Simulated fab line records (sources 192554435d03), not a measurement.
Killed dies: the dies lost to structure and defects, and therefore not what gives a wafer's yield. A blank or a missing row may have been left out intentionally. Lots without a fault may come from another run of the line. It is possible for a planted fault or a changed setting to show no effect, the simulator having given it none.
Split-lot trial + flow n5-finfet + 7 lots, 21 wafers read, on a route of 1938 steps

== THE SPLIT ITSELF ==
At N5_DUMMY_GATE_COAT_28 (time 60 s, resist thk 10 nm), the setting spin-rpm was moved away from the recipe's 1500 rpm on 6 of the 21 wafers read, by -10.6% to +10.0%. All remaining wafers had this setting at the recipe value.

The reading is taken at the split's own step.

== THE READING ==
underlayer_of_DUMMY_GATE_COAT_28.thk-nm (the simulator's own value, which no gauge read), in nm, at N5_DUMMY_GATE_COAT_28 (time 60 s, resist thk 10 nm). No usual value for it is given in the file.

| wafer  | tool, chamber at the split | spin-rpm as run, rpm | against the recipe | underlayer_of_DUMMY_GATE_COAT_28.thk-nm, nm | against lot-mates on the recipe |
|--------|----------------------------|----------------------|--------------------|---------------------------------------------|---------------------------------|
| L074.2 | litho-track-01, 0          | 1500                 | recipe             | 10                                          | -                               |
| L074.3 | litho-track-01, 0          | 1500                 | recipe             | 10                                          | -                               |
| L074.6 | litho-track-01, 0          | 1500                 | recipe             | 10                                          | -                               |
| L079.2 | litho-track-01, 0          | 1500                 | recipe             | 10                                          | -                               |
| L079.4 | litho-track-01, 0          | 1650                 | +10.0%             | 9.6                                         | -0.4                            |
| L079.6 | litho-track-01, 0          | 1650                 | +10.0%             | 9.6                                         | -0.4                            |
| L084.2 | litho-track-03, 0          | 1500                 | recipe             | 10                                          | -                               |
| L084.3 | litho-track-03, 0          | 1500                 | recipe             | 10                                          | -                               |
| L084.6 | litho-track-03, 0          | 1500                 | recipe             | 10                                          | -                               |
| L089.1 | litho-track-01, 0          | 1500                 | recipe             | 10                                          | -                               |
| L089.2 | litho-track-01, 0          | 1500                 | recipe             | 10                                          | -                               |
| L089.6 | litho-track-01, 0          | 1500                 | recipe             | 10                                          | -                               |
| L091.1 | litho-track-01, 0          | 1500                 | recipe             | 10                                          | -                               |
| L091.2 | litho-track-01, 0          | 1351                 | -9.9%              | 10.6                                        | +0.6                            |
| L091.5 | litho-track-01, 0          | 1351                 | -9.9%              | 10.6                                        | +0.6                            |
| L092.1 | litho-track-03, 0          | 1500                 | recipe             | 10                                          | -                               |
| L092.6 | litho-track-03, 0          | 1500                 | recipe             | 10                                          | -                               |
| L092.3 | litho-track-03, 0          | 1341                 | -10.6%             | 10.6                                        | +0.6                            |
| L096.2 | litho-track-03, 0          | 1410                 | -6.0%              | 10.4                                        | +0.4                            |
| L096.4 | litho-track-03, 0          | 1500                 | recipe             | 10                                          | -                               |
| L096.5 | litho-track-03, 0          | 1500                 | recipe             | 10                                          | -                               |

THE FIT
A straight line over all 21 wafers: underlayer_of_DUMMY_GATE_COAT_28.thk-nm changes by -0.0518 nm for each +1% of spin-rpm; r = -0.99; the points scatter about the line by 0.045 nm.
The same after taking each lot's own level away (the mean of its wafers on the recipe; 21 wafers): -0.0518 nm for each +1%; r = -0.99; scatter 0.045 nm.
According to that fit, moving spin-rpm by its largest amount changes the reading by 0.55 nm.
The lots' own levels span 10.00 to 10.00 nm.
Consequently the slope shifts little with the lot-to-lot level, the two slopes agreeing.
Check: +0.567 nm against its lot-mates is what the line predicts for one of the wafers moved furthest among these (-10.6%) when that wafer is left out of the fit. Against them it came out at +0.6 nm.

== ADDITIONAL SPLITS CARRIED BY THESE WAFERS ==
Other splits were also applied to these wafers ahead of the reading. Each is held against what the fit with the lots' levels taken away leaves over:
| other split on the same wafers | wafers away from the commonest value | r with underlayer_of_DUMMY_GATE_COAT_28.thk-nm (lot level and that fit taken away) |
|--------------------------------|--------------------------------------|------------------------------------------------------------------------------------|
| N5_WELL_APT_COAT_02 spin-rpm   | 6                                    | -0.21                                                                              |
| N5_FIN_CUT_EXPOSE_05 dose-mj   | 5                                    | +0.06                                                                              |

== THE FILE'S OWN FIT ==
underlayer_of_DUMMY_GATE_COAT_28.thk-nm changes by -0.0539 nm for each +1% of spin-rpm, r = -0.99.
